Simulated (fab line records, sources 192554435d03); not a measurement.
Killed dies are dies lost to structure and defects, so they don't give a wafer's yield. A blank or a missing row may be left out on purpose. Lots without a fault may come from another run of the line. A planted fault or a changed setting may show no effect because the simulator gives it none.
fab line records | flow n5_finfet
record lots=24 wafers=72 last_day=17
route steps=1938 shown BEOL_M14@1760 BEOL_M15@1783 MIM_TOP_LITHO@1848
lots that met no fault: from a run of the same line without faults
start_h: hours from the record's first day to the start of the lot's first wafer shown | wait_h: hours since the lot's step before | " the same as in the row above | L1.1+2: a row that stands for several wafers | - no value, or no start given | * or withheld: withheld | < > ~ a bound
route shown NAME@n: a module of which the file shows steps, and the number in the route of the first | usual: mean/standard deviation of fault-free wafers | same: alike in all rows | chamber/n: place in a boat | sites: the reading at each site | _std_site: their standard deviation | _edge_site: outer sites' mean less inner sites' | radius_mm: how far each site lies from the wafer's centre | mask NAME#n: copy n | behind: the tool/chamber that last shaped the wafer | hold: why the lot was held/for how many hours/how that ended | device: the transistor (n, p or np) that didn't switch | end of line: the same wafers' tests at the end of the route | a step without rows: its recipe alone | killed: dies lost to structure and defects at the first sort, not the wafer's yield | map: a wafer's dies, x killed, . not, _ none there
set.NAME: the setting as run; set.NAME@STEP: as run at that earlier step | model.NAME: the simulator's own value behind a step, which no gauge read
steps of the route over a sample of lots; a table a step, a row a wafer
services: from which hour (start_h, from the record's first day; less than 0 if before it) a tool's chamber was out of use, for how many hours, and why
## steps
# step N5_BEOL_M14_DEGAS_41
# recipe ambient=vacuum temp_c=300 time_s=60
# usual heater_power_w=482/59 susceptor_temp_C=300.00/0.19
# columns lot.wafer tool chamber start_h wait_h heater_power_w susceptor_temp_C
L074.3 pvd_sputter-02 - 269.08 0.1 414 300.01
L074.5 " - " " 476 299.98
L074.6 " - " " 537 300.12
L075.3 pvd_sputter-03 - 269.54 0.4 597 299.83
L075.4 " - " " 490 300.07
L075.5 " - " " 484 300.43
L076.2 pvd_sputter-03 - 272.34 0.3 486 299.98
L076.4 " - " " 572 299.85
L076.5 " - " " 586 300.05
L078.4 pvd_sputter-02 - 273.28 0.4 475 300.32
L078.5 " - " " 516 299.76
L078.6 " - " " 535 300.27
L077.1 pvd_sputter-02 - 273.72 0.7 525 299.85
L077.3 " - " " 474 300.41
L077.5 " - " " 532 299.88
L079.2 pvd_sputter-02 - 274.62 0.5 506 299.88
L079.3 " - " " 427 299.99
L079.6 " - " " 546 299.76
L080.2 pvd_sputter-03 - 293.15 0.2 538 300.46
L080.3 " - " " 499 300.03
L080.5 " - " " 489 299.86
L081.1 pvd_sputter-02 - 298.75 0.3 544 300.01
L081.3 " - " " 420 300.03
L081.6 " - " " 467 299.82
L082.1 pvd_sputter-01 - 304.25 0.1 483 300.24
L082.4 " - " " 405 300.16
L082.6 " - " " 506 299.86
L083.1 pvd_sputter-01 - 312.48 0.7 521 299.99
L083.3 " - " " 400 300.19
L083.4 " - " " 417 299.74
L084.2 pvd_sputter-03 - 319.85 0.4 573 299.90
L084.5 " - " " 412 299.77
L084.6 " - " " 483 299.74
L085.3 pvd_sputter-01 - 323.76 0.4 481 300.12
L085.4 " - " " 490 299.86
L085.6 " - " " 408 300.21
L088.4 pvd_sputter-03 - 327.91 0.5 571 299.75
L088.5 " - " " 413 300.14
L088.6 " - " " 572 300.22
L087.2 pvd_sputter-01 - 329.52 0.3 491 300.30
L087.3 " - " " 420 299.86
L087.6 " - " " 411 300.19
L086.2 pvd_sputter-03 - 337.94 0.2 595 300.10
L086.4 " - " " 418 299.77
L086.5 " - " " 474 300.18
L090.1 pvd_sputter-01 - 339.15 0.3 483 300.02
L090.2 " - " " 422 299.80
L090.6 " - " " 497 299.97
L089.1 pvd_sputter-03 - 341.50 1.9 412 299.73
L089.3 " - " " 520 300.26
L089.4 " - " " 477 299.91
L092.2 pvd_sputter-02 - 356.43 0.3 515 300.00
L092.3 " - " " 416 299.81
L092.6 " - " " 540 300.02
L091.1 pvd_sputter-03 - 361.69 0.3 403 300.07
L091.2 " - " " 492 299.81
L091.3 " - " " 581 299.87
L095.2 pvd_sputter-02 - 367.16 0.3 526 299.88
L095.3 " - " " 534 300.00
L095.5 " - " " 469 300.22
L093.1 pvd_sputter-02 - 377.12 0.3 523 300.29
L093.2 " - " " 482 299.92
L093.6 " - " " 408 300.18
L094.1 pvd_sputter-03 - 377.68 0.5 495 300.07
L094.2 " - " " 574 299.92
L094.6 " - " " 572 299.85
L096.2 pvd_sputter-03 - 380.50 0.4 597 299.72
L096.5 " - " " 573 299.93
L096.6 " - " " 406 299.85
L097.4 pvd_sputter-01 - 386.27 0.4 408 300.00
L097.5 " - " " 399 299.90
L097.6 " - " " 419 300.44
# step N5_BEOL_M15_CD_MEAS_10
# recipe target_cd_nm=360 landing_energy_ev=500 detector=se_inlens polarity=opening
# usual cd_nm=359.4/1.2
# columns lot.wafer tool chamber start_h wait_h cd_nm
L074.3 cd_sem-01 0 271.09 - 360.0
L074.5 " 0 " " 361.3
L074.6 " 0 " " 358.7
L075.3 cd_sem-03 0 271.48 - 361.3
L075.4 " 0 " " 360.4
L075.5 " 0 " " 360.3
L076.2 cd_sem-01 0 274.35 - 358.8
L076.4 " 0 " " 358.0
L076.5 " 0 " " 359.1
L078.4 cd_sem-03 0 275.17 - 359.9
L078.5 " 0 " " 360.1
L078.6 " 0 " " 357.9
L077.1 cd_sem-01 0 275.84 - 357.3
L077.3 " 0 " " 358.3
L077.5 " 0 " " 356.8
L079.2 cd_sem-01 0 276.66 - 360.9
L079.3 " 0 " " 360.8
L079.6 " 0 " " 360.5
L080.2 cd_sem-02 0 295.14 - 360.1
L080.3 " 0 " " 358.9
L080.5 " 0 " " 360.5
L081.1 cd_sem-03 0 300.64 - 359.9
L081.3 " 0 " " 361.3
L081.6 " 0 " " 359.2
L082.1 cd_sem-03 0 306.56 - 357.2
L082.4 " 0 " " 359.7
L082.6 " 0 " " 361.0
L083.1 cd_sem-02 0 314.47 - 360.5
L083.3 " 0 " " 357.7
L083.4 " 0 " " 359.7
L084.2 cd_sem-03 0 322.98 - 359.8
L084.5 " 0 " " 359.2
L084.6 " 0 " " 358.9
L085.3 cd_sem-02 0 325.77 - 359.0
L085.4 " 0 " " 358.9
L085.6 " 0 " " 358.8
L088.4 cd_sem-02 0 330.03 - 360.6
L088.5 " 0 " " 360.5
L088.6 " 0 " " 358.2
L087.2 cd_sem-01 0 331.48 - 356.5
L087.3 " 0 " " 356.9
L087.6 " 0 " " 358.7
L086.2 cd_sem-01 0 339.95 - 359.0
L086.4 " 0 " " 360.1
L086.5 " 0 " " 359.2
L090.1 cd_sem-02 0 341.16 - 359.1
L090.2 " 0 " " 360.7
L090.6 " 0 " " 360.2
L089.1 cd_sem-02 0 343.50 - 359.7
L089.3 " 0 " " 359.4
L089.4 " 0 " " 357.8
L092.2 cd_sem-02 0 358.57 - 358.8
L092.3 " 0 " " 360.1
L092.6 " 0 " " 358.0
L091.1 cd_sem-03 0 364.25 - 358.8
L091.2 " 0 " " 358.6
L091.3 " 0 " " 358.5
L095.2 cd_sem-01 0 369.63 - 359.3
L095.3 " 0 " " 357.0
L095.5 " 0 " " 359.0
L093.1 cd_sem-03 0 379.42 - 360.8
L093.2 " 0 " " 361.8
L093.6 " 0 " " 360.9
L094.1 cd_sem-02 0 379.88 - 359.0
L094.2 " 0 " " 358.5
L094.6 " 0 " " 359.6
L096.2 cd_sem-01 0 382.49 - 361.4
L096.5 " 0 " " 360.8
L096.6 " 0 " " 361.0
L097.4 cd_sem-01 0 389.79 - 358.6
L097.5 " 0 " " 358.3
L097.6 " 0 " " 360.1
# step N5_BEOL_M15_OVL_MEAS_11
# recipe points_per_wafer=44
# usual V14_OVL=1/4.5
# columns lot.wafer tool chamber start_h wait_h V14_OVL[nm]
L074.3 overlay-02 0 271.11 0.0 8
L074.5 " 0 " " 0
L074.6 " 0 " " 1
L075.3 overlay-02 0 271.51 0.0 3
L075.4 " 0 " " 1
L075.5 " 0 " " 5
L076.2 overlay-01 0 274.38 0.0 0
L076.4 " 0 " " 3
L076.5 " 0 " " 0
L078.4 overlay-01 0 275.20 0.0 4
L078.5 " 0 " " 6
L078.6 " 0 " " -1
L077.1 overlay-02 0 275.87 0.0 10
L077.3 " 0 " " 2
L077.5 " 0 " " -1
L079.2 overlay-01 0 276.69 0.0 1
L079.3 " 0 " " 3
L079.6 " 0 " " 5
L080.2 overlay-01 0 295.17 0.0 2
L080.3 " 0 " " 0
L080.5 " 0 " " 3
L081.1 overlay-02 0 300.67 0.0 1
L081.3 " 0 " " 4
L081.6 " 0 " " 2
L082.1 overlay-01 0 306.59 0.0 2
L082.4 " 0 " " 14
L082.6 " 0 " " -1
L083.1 overlay-01 0 314.50 0.0 -8
L083.3 " 0 " " 2
L083.4 " 0 " " -6
L084.2 overlay-01 0 323.01 0.0 5
L084.5 " 0 " " 3
L084.6 " 0 " " 10
L085.3 overlay-01 0 325.80 0.0 1
L085.4 " 0 " " -2
L085.6 " 0 " " 3
L088.4 overlay-02 0 330.06 0.0 0
L088.5 " 0 " " 3
L088.6 " 0 " " -6
L087.2 overlay-01 0 331.51 0.0 6
L087.3 " 0 " " -5
L087.6 " 0 " " 9
L086.2 overlay-02 0 339.98 0.0 -2
L086.4 " 0 " " -4
L086.5 " 0 " " -3
L090.1 overlay-02 0 341.19 0.0 -3
L090.2 " 0 " " 0
L090.6 " 0 " " 1
L089.1 overlay-02 0 343.53 0.0 -6
L089.3 " 0 " " 3
L089.4 " 0 " " -2
L092.2 overlay-01 0 358.60 0.0 2
L092.3 " 0 " " 5
L092.6 " 0 " " 6
L091.1 overlay-01 0 364.28 0.0 0
L091.2 " 0 " " 2
L091.3 " 0 " " -4
L095.2 overlay-01 0 369.66 0.0 3
L095.3 " 0 " " -3
L095.5 " 0 " " -8
L093.1 overlay-02 0 379.46 0.0 0
L093.2 " 0 " " -1
L093.6 " 0 " " -6
L094.1 overlay-01 0 379.91 0.0 3
L094.2 " 0 " " 5
L094.6 " 0 " " 9
L096.2 overlay-02 0 382.52 0.0 3
L096.5 " 0 " " -7
L096.6 " 0 " " 2
L097.4 overlay-02 0 389.81 0.0 1
L097.5 " 0 " " 17
L097.6 " 0 " " 6
# step N5_BEOL_M15_STRIP_64
# recipe chemistry=O2 power_w=600 temp_c=60 pressure_mtorr=30 rf_frequency_hz=6e+07 bias_power_w=0 overash_fraction=0.3 o2_flow_sccm=225
# usual drypump_motor_current_A=5.84/0.25 oes_product_au=0.81/0.095 rf_vpp_V=3.6/0.49 showerhead_plenum_p_Torr=2.10/0.061 throttle_valve_pct=16.72/0.24
# columns lot.wafer tool chamber start_h wait_h drypump_motor_current_A oes_product_au rf_hours_counter_h rf_vpp_V showerhead_plenum_p_Torr throttle_valve_pct
L074.3 rie_diel-06 3 - - 6.14 0.78 111 2.6 2.03 16.84
L074.5 " 2 " " 5.79 0.71 - 3.6 2.16 16.85
L074.6 " 1 " " 5.93 0.95 - 3.4 2.16 16.38
L075.3 rie_diel-02 1 - - 5.90 0.69 238 3.5 2.06 17.06
L075.4 " 3 " " 5.59 0.97 8 3.6 2.15 16.47
L075.5 " 2 " " 5.30 0.75 - 3.4 2.02 16.62
L076.2 rie_diel-06 0 - - 5.83 0.94 6 3.8 2.15 16.66
L076.4 " 3 " " 6.14 0.77 113 4.4 2.03 16.85
L076.5 " 0 " " 5.83 0.93 - 3.4 2.15 16.69
L078.4 rie_diel-06 3 - - 6.14 0.77 114 3.7 2.02 16.84
L078.5 " 1 " " 5.96 0.94 - 3.1 2.16 16.39
L078.6 " 0 " " 5.83 0.93 - 3.9 2.15 16.68
L077.1 rie_diel-02 2 - - 5.33 0.74 174 3.9 2.02 16.62
L077.3 " 0 " " 6.10 0.73 190 4.0 2.09 16.97
L077.5 " 1 " " 5.90 0.68 - 3.6 2.06 17.06
L079.2 rie_diel-02 1 - - 5.91 0.69 241 3.3 2.06 17.06
L079.3 " 3 " " 5.58 0.96 11 4.4 2.15 16.48
L079.6 " 1 " " 5.90 0.69 - 3.2 2.06 17.06
L080.2 rie_diel-06 0 - - 5.83 0.91 16 3.5 2.14 16.69
L080.3 " 2 " " 5.76 0.70 222 4.0 2.15 16.86
L080.5 " 0 " " 5.82 0.90 - 3.8 2.14 16.69
L081.1 rie_diel-02 0 - - 6.09 0.72 203 4.0 2.08 16.99
L081.3 " 3 " " 5.58 0.94 15 4.0 2.14 16.49
L081.6 " 2 " " 5.32 0.74 - 3.3 2.01 16.63
L082.1 rie_diel-06 0 - - 5.80 0.89 20 2.8 2.14 16.68
L082.4 " 1 " " 5.97 0.90 26 3.7 2.15 16.39
L082.6 " 3 " " 6.16 0.76 - 3.3 2.02 16.85
L083.1 rie_diel-04 3 - - 5.48 0.70 242 3.4 2.07 16.98
L083.3 " 1 " " 6.26 0.88 52 4.9 2.23 16.78
L083.4 " 0 " " 5.85 0.73 183 3.7 2.17 17.08
L084.2 rie_diel-02 2 - - 5.33 0.74 196 4.0 2.01 16.66
L084.5 " 1 " " 5.89 0.98 - 3.2 2.06 16.60
L084.6 " 0 " " 6.09 0.72 - 2.7 2.08 17.02
L085.3 rie_diel-06 0 - - 5.83 0.88 26 3.8 2.14 16.72
L085.4 " 3 " " 6.16 0.75 133 3.8 2.02 16.87
L085.6 " 2 " " 5.76 0.69 - 2.5 2.15 16.88
L088.4 rie_diel-06 2 - - 5.77 0.69 232 3.5 2.15 16.88
L088.5 " 2 " " 5.77 0.70 - 4.5 2.15 16.89
L088.6 " 3 " " 6.15 0.75 - 3.0 2.02 16.87
L087.2 rie_diel-04 2 - - 5.81 0.85 63 3.6 2.04 16.11
L087.3 " 0 " " 5.84 0.73 189 3.6 2.17 17.09
L087.6 " 2 " " 5.79 0.85 - 2.9 2.04 16.11
L086.2 rie_diel-06 2 - - 5.77 0.68 236 3.5 2.15 16.89
L086.4 " 3 " " 6.17 0.75 138 3.3 2.02 16.87
L086.5 " 2 " " 5.77 0.69 - 3.4 2.15 16.89
L090.1 rie_diel-04 2 - - 5.84 0.85 66 3.9 2.04 16.12
L090.2 " 1 " " 6.24 0.88 61 3.4 2.22 16.79
L090.6 " 2 " " 5.81 0.85 - 2.8 2.04 16.13
L089.1 rie_diel-06 1 - - 5.96 0.88 38 4.4 2.15 16.42
L089.3 " 3 " " 6.14 0.76 140 2.9 2.02 16.88
L089.4 " 2 " " 5.76 0.69 237 3.9 2.15 16.89
L092.2 rie_diel-02 2 - - 5.32 0.73 207 3.7 2.00 16.68
L092.3 " 3 " " 5.58 0.89 37 3.5 2.14 16.53
L092.6 " 0 " " 6.10 0.71 - 4.0 2.07 17.04
L091.1 rie_diel-02 2 - - 5.32 0.72 209 4.5 2.00 16.67
L091.2 " 1 " " 5.88 0.91 13 3.4 2.05 16.63
L091.3 " 0 " " 6.10 0.71 226 4.3 2.07 17.03
L095.2 rie_diel-02 1 - - 5.90 0.92 14 2.7 2.05 16.63
L095.3 " 2 " " 5.33 0.72 211 4.2 2.00 16.69
L095.5 " 3 " " 5.57 0.89 - 3.5 2.13 16.54
L093.1 rie_diel-06 3 - - 6.15 0.75 149 3.1 2.01 16.89
L093.2 " 1 " " 5.96 0.87 48 3.9 2.14 16.44
L093.6 " 3 " " 6.13 0.75 - 3.6 2.01 16.90
L094.1 rie_diel-02 3 - - 5.59 0.89 44 2.9 2.13 16.54
L094.2 " 1 " " 5.91 0.91 17 3.0 2.05 16.64
L094.6 " 3 " " 5.59 0.90 - 4.0 2.13 16.54
L096.2 rie_diel-06 1 - - 5.93 0.87 50 4.1 2.14 16.44
L096.5 " 1 " " 5.95 0.87 - 3.9 2.14 16.45
L096.6 " 0 " " 5.85 0.86 - 4.3 2.13 16.75
L097.4 rie_diel-06 3 - - 6.13 0.75 152 3.5 2.01 16.90
L097.5 " 1 " " 5.96 0.87 - 3.9 2.14 16.45
L097.6 " 0 " " 5.83 0.85 - 4.0 2.13 16.74
# step N5_BEOL_M15_SPUTTER_45
# recipe material=Cu target_thk_a=1000 temp_c=-20 bias_v=60 power_w=26000 chamber_pressure_pa=0.13 time_s=16.67
# usual chuck_sensor_temp_C=-16.1/0.53 susceptor_temp_C=-20.00/0.099 throttle_valve_pct=30.4/0.73
# columns lot.wafer tool chamber start_h wait_h chuck_sensor_temp_C susceptor_temp_C throttle_valve_pct
L074.3 pvd_sputter-02 - 275.52 0.0 -16.7 -20.06 29.3
L074.5 " - " " -16.2 -20.05 30.3
L074.6 " - " " -16.7 -19.99 29.7
L075.3 pvd_sputter-01 - 279.95 0.0 -17.2 -20.03 29.7
L075.4 " - " " -15.1 -20.09 29.6
L075.5 " - " " -17.0 -20.02 29.4
L076.2 pvd_sputter-01 - 280.47 0.0 -17.0 -20.14 29.5
L076.4 " - " " -15.7 -20.06 30.3
L076.5 " - " " -17.3 -20.18 29.6
L078.4 pvd_sputter-02 - 283.93 0.0 -16.1 -19.81 30.5
L078.5 " - " " -16.7 -20.05 29.7
L078.6 " - " " -16.2 -19.94 30.2
L077.1 pvd_sputter-01 - 283.97 0.0 -15.6 -20.07 30.1
L077.3 " - " " -17.0 -19.99 29.6
L077.5 " - " " -17.0 -19.97 29.4
L079.2 pvd_sputter-01 - 284.29 0.0 -16.1 -20.01 31.0
L079.3 " - " " -15.1 -20.02 30.0
L079.6 " - " " -15.3 -20.06 29.6
L080.2 pvd_sputter-01 - 299.47 0.0 -17.0 -20.13 29.6
L080.3 " - " " -15.7 -20.19 30.5
L080.5 " - " " -17.2 -20.02 29.6
L081.1 pvd_sputter-01 - 305.43 0.0 -15.1 -19.82 30.1
L081.3 " - " " -17.0 -19.86 29.8
L081.6 " - " " -15.8 -20.09 30.4
L082.1 pvd_sputter-03 - 310.99 0.0 -16.4 -20.01 30.3
L082.4 " - " " -16.2 -20.07 31.2
L082.6 " - " " -16.0 -19.83 31.3
L083.1 pvd_sputter-02 - 317.29 0.0 -16.2 -20.00 30.7
L083.3 " - " " -16.2 -20.11 30.8
L083.4 " - " " -16.8 -19.99 29.4
L084.2 pvd_sputter-02 - 326.46 0.0 -16.8 -20.01 29.2
L084.5 " - " " -16.2 -20.03 30.5
L084.6 " - " " -16.6 -20.01 29.7
L085.3 pvd_sputter-01 - 329.36 0.0 -15.7 -20.03 30.3
L085.4 " - " " -15.1 -19.94 29.9
L085.6 " - " " -15.8 -20.00 30.5
L088.4 pvd_sputter-01 - 332.92 0.0 -15.6 -19.91 30.5
L088.5 " - " " -16.2 -19.89 31.0
L088.6 " - " " -15.0 -20.06 29.9
L087.2 pvd_sputter-03 - 339.36 0.0 -16.0 -20.02 31.3
L087.3 " - " " -16.0 -19.99 31.0
L087.6 " - " " -16.1 -19.94 31.2
L090.1 pvd_sputter-03 - 346.05 0.0 -16.0 -20.02 31.6
L090.2 " - " " -16.4 -20.03 30.4
L090.6 " - " " -16.4 -19.99 30.4
L086.2 pvd_sputter-03 - 346.37 0.0 -15.8 -19.84 31.2
L086.4 " - " " -16.2 -19.98 31.1
L086.5 " - " " -16.3 -20.24 31.1
L089.1 pvd_sputter-03 - 347.11 0.0 -16.2 -20.01 31.3
L089.3 " - " " -16.0 -20.06 31.2
L089.4 " - " " -15.7 -19.89 31.7
L092.2 pvd_sputter-03 - 361.61 0.0 -16.3 -19.95 30.4
L092.3 " - " " -16.0 -19.92 31.1
L092.6 " - " " -16.0 -19.85 32.0
L091.1 pvd_sputter-01 - 367.38 0.0 -16.9 -19.92 29.7
L091.2 " - " " -16.3 -20.09 30.9
L091.3 " - " " -15.1 -19.95 29.8
L095.2 pvd_sputter-03 - 373.94 0.0 -15.8 -19.96 31.7
L095.3 " - " " -16.2 -19.85 30.7
L095.5 " - " " -16.4 -19.85 31.1
L093.1 pvd_sputter-02 - 384.02 0.0 -16.8 -19.99 28.9
L093.2 " - " " -16.2 -19.95 31.2
L093.6 " - " " -16.3 -19.83 30.7
L094.1 pvd_sputter-02 - 385.08 0.0 -16.2 -19.91 30.6
L094.2 " - " " -16.9 -20.06 29.4
L094.6 " - " " -16.7 -20.10 29.6
L096.2 pvd_sputter-02 - 386.12 0.0 -16.8 -19.92 29.2
L096.5 " - " " -16.0 -19.96 30.5
L096.6 " - " " -16.7 -20.03 29.3
L097.4 pvd_sputter-01 - 393.68 0.0 -15.7 -20.00 30.5
L097.5 " - " " -16.0 -20.07 31.0
L097.6 " - " " -17.0 -19.98 29.5
# step N5_MIM_TOP_LITHO_OVL_MEAS_11
# recipe points_per_wafer=44
# usual MIM_TOP_OVL=-3/5.1
# columns lot.wafer tool chamber start_h wait_h MIM_TOP_OVL[nm]
L074.3 overlay-01 0 280.49 0.0 -1
L074.5 " 0 " " -2
L074.6 " 0 " " -2
L075.3 overlay-02 0 284.96 0.0 -12
L075.4 " 0 " " -14
L075.5 " 0 " " -6
L076.2 overlay-02 0 285.28 0.0 -4
L076.4 " 0 " " -6
L076.5 " 0 " " -8
L078.4 overlay-01 0 288.49 0.0 -5
L078.5 " 0 " " -10
L078.6 " 0 " " -2
L077.1 overlay-02 0 289.56 0.0 -3
L077.3 " 0 " " -5
L077.5 " 0 " " -8
L079.2 overlay-02 0 290.53 0.0 -7
L079.3 " 0 " " 2
L079.6 " 0 " " -5
L080.2 overlay-02 0 304.57 0.0 1
L080.3 " 0 " " 1
L080.5 " 0 " " -10
L081.1 overlay-02 0 310.74 0.0 8
L081.3 " 0 " " -2
L081.6 " 0 " " 4
L082.1 overlay-01 0 316.29 0.0 4
L082.4 " 0 " " 1
L082.6 " 0 " " -2
L083.1 overlay-02 0 321.37 0.0 -4
L083.3 " 0 " " -3
L083.4 " 0 " " -7
L084.2 overlay-01 0 330.55 0.0 -8
L084.5 " 0 " " -2
L084.6 " 0 " " -3
L085.3 overlay-01 0 334.14 0.0 -5
L085.4 " 0 " " 0
L085.6 " 0 " " 1
L088.4 overlay-01 0 338.14 0.0 -8
L088.5 " 0 " " 1
L088.6 " 0 " " -13
L087.2 overlay-02 0 343.90 0.0 -7
L087.3 " 0 " " 3
L087.6 " 0 " " -5
L090.1 overlay-02 0 350.99 0.0 -3
L090.2 " 0 " " 0
L090.6 " 0 " " 1
L086.2 overlay-02 0 351.15 0.0 -1
L086.4 " 0 " " -3
L086.5 " 0 " " 6
L089.1 overlay-02 0 351.38 0.0 3
L089.3 " 0 " " 3
L089.4 " 0 " " -7
L092.2 overlay-01 0 368.10 0.0 -3
L092.3 " 0 " " 7
L092.6 " 0 " " -3
L091.1 overlay-01 0 371.89 0.0 -9
L091.2 " 0 " " -10
L091.3 " 0 " " -4
L095.2 overlay-01 0 378.27 0.0 -8
L095.3 " 0 " " -13
L095.5 " 0 " " -13
L093.1 overlay-01 0 389.22 0.0 4
L093.2 " 0 " " 2
L093.6 " 0 " " 0
L094.1 overlay-01 0 389.94 0.0 1
L094.2 " 0 " " 1
L094.6 " 0 " " -3
L096.2 overlay-02 0 393.19 0.0 -7
L096.5 " 0 " " -2
L096.6 " 0 " " -1
L097.4 overlay-02 0 399.44 0.0 0
L097.5 " 0 " " -2
L097.6 " 0 " " -2
## services
# columns tool chamber start_h hours kind
rie_diel-04 3 256.08 4.6 repair
rie_diel-04 - 270.47 28.1 pm
rie_diel-02 3 286.50 12.4 repair
rie_diel-02 1 298.96 - clean
rie_diel-02 1 298.96 - consumable_replace:focus_ring
rie_diel-02 1 298.96 24.0 scheduled_down
rie_diel-02 1 298.96 24.0 vent_cycle
rie_diel-04 2 300.05 8.2 repair
rie_diel-06 2 315.03 5.0 repair
rie_diel-04 2 334.34 3.7 repair
rie_diel-04 3 338.15 - clean
rie_diel-04 3 338.15 - consumable_replace:focus_ring
rie_diel-04 3 338.15 16.6 scheduled_down
rie_diel-04 3 338.15 16.6 vent_cycle
rie_diel-06 2 364.29 10.0 repair
rie_diel-06 - 368.95 1.7 repair
rie_diel-04 3 386.30 19.0 repair
rie_diel-02 - 389.42 14.6 pm
pvd_sputter-03 - 390.12 2.8 repair
## key
fault none
